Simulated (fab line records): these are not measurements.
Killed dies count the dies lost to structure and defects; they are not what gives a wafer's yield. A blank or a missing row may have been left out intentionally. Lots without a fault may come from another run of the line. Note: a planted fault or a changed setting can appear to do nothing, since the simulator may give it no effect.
Commonality check across tools :: flow nand harc :: 12 lots, 42 wafers sampled

## WHY IT WAS OPENED
At NHARC_P_M0_CD_MEAS_09 the reading cd nm is flagged on 2 of 12 lots. Fault-free wafers read 90.0 nm, with a standard deviation of 0.57.
Rule: a lot is flagged when every wafer of it that has a number lies more than 4 standard deviations from that mean, or none has a number. The rest of the lots are taken to be sound.

lot: L162
measured: day 5 21:31
on: cd sem-02
cd nm (nm), wafer by wafer: 90.1 90.2 89.9
flag: 

lot: L163
measured: day 6 07:13
on: cd sem-02
cd nm (nm), wafer by wafer: 91.1 90.7 90.3
flag: 

lot: L164
measured: day 6 12:02
on: cd sem-03
cd nm (nm), wafer by wafer: 90.5 89.8 90.1
flag: 

lot: L166
measured: day 6 13:53
on: cd sem-02
cd nm (nm), wafer by wafer: 89.2 89.8 89.4
flag: 

lot: L165
measured: day 6 14:35
on: cd sem-03
cd nm (nm), wafer by wafer: 89.7 89.7 89.3
flag: 

lot: L169
measured: day 7 15:34
on: cd sem-03
cd nm (nm), wafer by wafer: 89.6 89.6 89.6
flag: 

lot: L171
measured: day 8 06:50
on: cd sem-03
cd nm (nm), wafer by wafer: 106.8 107.3 106.8 106.8 106.9 107.2
flag: FLAGGED

lot: L174
measured: day 9 00:14
on: cd sem-03
cd nm (nm), wafer by wafer: 102.5 103.7 103.1 102.6 103.2 103.3
flag: FLAGGED

lot: L177
measured: day 10 01:46
on: cd sem-01
cd nm (nm), wafer by wafer: 88.6 88.9 89.0
flag: 

lot: L178
measured: day 10 02:10
on: cd sem-02
cd nm (nm), wafer by wafer: 89.8 90.2 89.8
flag: 

lot: L182
measured: day 10 22:27
on: cd sem-01
cd nm (nm), wafer by wafer: 89.7 88.8 89.0
flag: 

lot: L183
measured: day 11 00:56
on: cd sem-01
cd nm (nm), wafer by wafer: 90.1 90.0 90.0
flag: 
On average the flagged lots' numbers are 105.0 nm, which is +15.0 nm against the usual, or +26 standard deviations.

## EACH LOT AND THE TOOL IT RAN ON
Before the reading, the record contains 2 process steps out of a 1159-step route. Each cell gives the tool, then ch followed by the chambers the sampled wafers passed through, then the start.
lot: L162
flag: 
NHARC_P_CONTACT_ALD_22: ald metal-02 ch 1,2,3, day 5 15:57
NHARC_P_M0_PEB_07: litho track-04 ch 0, day 5 21:26

lot: L163
flag: 
NHARC_P_CONTACT_ALD_22: ald metal-03 ch 1,3, day 5 23:45
NHARC_P_M0_PEB_07: litho track-01 ch 0, day 6 07:08

lot: L164
flag: 
NHARC_P_CONTACT_ALD_22: ald metal-02 ch 0,1,2, day 6 06:23
NHARC_P_M0_PEB_07: litho track-06 ch 0, day 6 11:57

lot: L166
flag: 
NHARC_P_CONTACT_ALD_22: ald metal-02 ch 0,2,3, day 6 11:46
NHARC_P_M0_PEB_07: litho track-06 ch 0, day 6 13:49

lot: L165
flag: 
NHARC_P_CONTACT_ALD_22: ald metal-03 ch 0,1,2, day 6 12:26
NHARC_P_M0_PEB_07: litho track-01 ch 0, day 6 14:30

lot: L169
flag: 
NHARC_P_CONTACT_ALD_22: ald metal-01 ch 0,1, day 7 12:42
NHARC_P_M0_PEB_07: litho track-01 ch 0, day 7 15:29

lot: L171
flag: FLAGGED
NHARC_P_CONTACT_ALD_22: ald metal-02 ch 1,2, day 8 04:41
NHARC_P_M0_PEB_07: litho track-01 ch 0, day 8 06:46

lot: L174
flag: FLAGGED
NHARC_P_CONTACT_ALD_22: ald metal-01 ch 0,1, day 8 21:55
NHARC_P_M0_PEB_07: litho track-01 ch 0, day 9 00:09

lot: L177
flag: 
NHARC_P_CONTACT_ALD_22: ald metal-03 ch 0,2,3, day 9 22:49
NHARC_P_M0_PEB_07: litho track-06 ch 0, day 10 01:41

lot: L178
flag: 
NHARC_P_CONTACT_ALD_22: ald metal-02 ch 0,3, day 9 23:34
NHARC_P_M0_PEB_07: litho track-06 ch 0, day 10 02:05

lot: L182
flag: 
NHARC_P_CONTACT_ALD_22: ald metal-02 ch 0,1,2, day 10 16:25
NHARC_P_M0_PEB_07: litho track-04 ch 0, day 10 22:22

lot: L183
flag: 
NHARC_P_CONTACT_ALD_22: ald metal-01 ch 1,2,3, day 10 22:49
NHARC_P_M0_PEB_07: litho track-04 ch 0, day 11 00:52
What is done by these steps:
- NHARC_P_CONTACT_ALD_22: deposits TiN, target thk 3 nm, pulse time 1 s, ald cycles 150.
- NHARC_P_M0_PEB_07: peb time 65 s.
- NHARC_P_M0_CD_MEAS_09: target cd 90 nm.

## FLAGGED AGAINST TOTAL, ONE TOOL AT A TIME (gauges that did the reading follow at the end)
step: NHARC_P_CONTACT_ALD_22
tool: ald metal-01
lots run: 3
flagged: 1
share of the flagged lots: some
sound lots run after its first flagged lot: 1 (L183)

step: NHARC_P_CONTACT_ALD_22
tool: ald metal-02
lots run: 6
flagged: 1
share of the flagged lots: some
sound lots run after its first flagged lot: 2 (L178,L182)

step: NHARC_P_CONTACT_ALD_22
tool: ald metal-03
lots run: 3
flagged: 0
share of the flagged lots: none
sound lots run after its first flagged lot: -

step: NHARC_P_M0_PEB_07
tool: litho track-01
lots run: 5
flagged: 2
share of the flagged lots: all
sound lots run after its first flagged lot: 0

step: NHARC_P_M0_PEB_07
tool: litho track-04
lots run: 3
flagged: 0
share of the flagged lots: none
sound lots run after its first flagged lot: -

step: NHARC_P_M0_PEB_07
tool: litho track-06
lots run: 4
flagged: 0
share of the flagged lots: none
sound lots run after its first flagged lot: -

step: NHARC_P_M0_CD_MEAS_09
tool: cd sem-01
lots run: 3
flagged: 0
share of the flagged lots: none
sound lots run after its first flagged lot: -

step: NHARC_P_M0_CD_MEAS_09
tool: cd sem-02
lots run: 4
flagged: 0
share of the flagged lots: none
sound lots run after its first flagged lot: -

step: NHARC_P_M0_CD_MEAS_09
tool: cd sem-03
lots run: 5
flagged: 2
share of the flagged lots: all
sound lots run after its first flagged lot: 0

## WHAT IS ALLOWED BY THE TABLE
Rows of the table that ran all the flagged lots, 2 in number: litho track-01 at NHARC_P_M0_PEB_07; cd sem-03 at NHARC_P_M0_CD_MEAS_09.
- litho track-01 at NHARC_P_M0_PEB_07: 2 of its 5 lots flagged. It ran its last sound lot, L169, at day 7 15:29 and its first flagged lot, L171, at day 8 06:46: a fault with its onset between the two fits. Its own readings (heater power total W, plate temp C) fall more than 4 standard deviations out on all wafers of the flagged lots.
- cd sem-03 at NHARC_P_M0_CD_MEAS_09: 2 of its 5 lots flagged. It ran its last sound lot, L169, at day 7 15:34 and its first flagged lot, L171, at day 8 06:50: a fault with its onset between the two fits.
A lot count leaves these 2 tools indistinguishable: every one of them fits a fault beginning at some hour. More lots, or a look at what each step does to the wafer, might.

## WHAT WAS PUT IN BY THE SIMULATOR
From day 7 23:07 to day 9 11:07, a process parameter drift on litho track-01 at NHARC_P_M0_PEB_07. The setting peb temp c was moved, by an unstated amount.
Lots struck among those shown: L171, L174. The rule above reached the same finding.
